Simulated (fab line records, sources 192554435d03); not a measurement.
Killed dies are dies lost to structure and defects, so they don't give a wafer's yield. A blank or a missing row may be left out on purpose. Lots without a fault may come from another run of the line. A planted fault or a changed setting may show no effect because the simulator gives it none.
Chamber matching | flow n5_finfet | N5_BEOL_M5_CO_CAP_78 on cvd_co-01: 3 sister chambers
The step material Co, precursor CCTBA/H2, target thk 2 nm, time 102.1 s. 30 wafers are shown with their chamber, then 12 later ones without.

WAFERS WITH THEIR CHAMBER
wafer  | chamber | heater_power_w (W)
L074.3 | 1       | 235
L074.4 | 2       | 207
L074.5 | 0       | 225
L077.1 | 0       | 229
L077.2 | 2       | 212
L077.5 | 1       | 225
L076.2 | 2       | 213
L076.5 | 1       | 230
L076.6 | 0       | 223
L078.1 | 1       | 224
L078.2 | 2       | 214
L078.6 | 1       | 228
L080.1 | 2       | 211
L080.3 | 1       | 232
L080.5 | 0       | 224
L081.2 | 0       | 223
L081.4 | 1       | 226
L081.6 | 2       | 211
L082.1 | 0       | 224
L082.2 | 1       | 235
L082.6 | 1       | 231
L084.2 | 1       | 226
L084.3 | 0       | 227
L084.6 | 2       | 209
L089.2 | 0       | 224
L089.5 | 0       | 228
L089.6 | 1       | 232
L088.1 | 0       | 231
L088.3 | 2       | 211
L088.6 | 2       | 210

SIGNATURES (means of the wafers above)
reading        | chamber 0 | chamber 1 | chamber 2 | scatter within a chamber
heater_power_w | 225.80    | 229.45    | 210.89    | 3.09
Rule: a wafer's distance from a chamber is the root of the sum, over the readings, of the square of ((its reading less the chamber's mean) divided by the reading's scatter). The wafer belongs to the nearest chamber; if the next one is less than 2 further off, it can't be placed. The scatter: the root of (the sum of the squares of (reading less its chamber's mean) over the shown wafers, divided by (wafers less chambers)).

WAFERS WITHOUT THEIR CHAMBER
wafer  | heater_power_w (W)
L090.2 | 230
L090.5 | 226
L090.6 | 230
L092.2 | 220
L092.3 | 233
L092.5 | 209
L094.1 | 227
L094.3 | 227
L094.5 | 210
L095.3 | 228
L095.4 | 227
L095.5 | 231

WHICH CHAMBER EACH WENT THROUGH
wafer  | from the rows above          | in truth
L090.2 | can't be placed: 1 or 0      | 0
L090.5 | can't be placed: 0 or 1      | 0
L090.6 | can't be placed: 1 or 0      | 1
L092.2 | can't be placed: 0 or 2 or 1 | 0
L092.3 | can't be placed: 1 or 0      | 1
L092.5 | 2                            | 2
L094.1 | can't be placed: 0 or 1      | 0
L094.3 | can't be placed: 0 or 1      | 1
L094.5 | 2                            | 2
L095.3 | can't be placed: 1 or 0      | 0
L095.4 | can't be placed: 0 or 1      | 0
L095.5 | can't be placed: 1 or 0      | 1
Placed correctly: 2 of 12. Can't be placed from these rows: 10 (the true chamber is among the candidates in 10). Placed wrongly: 0.
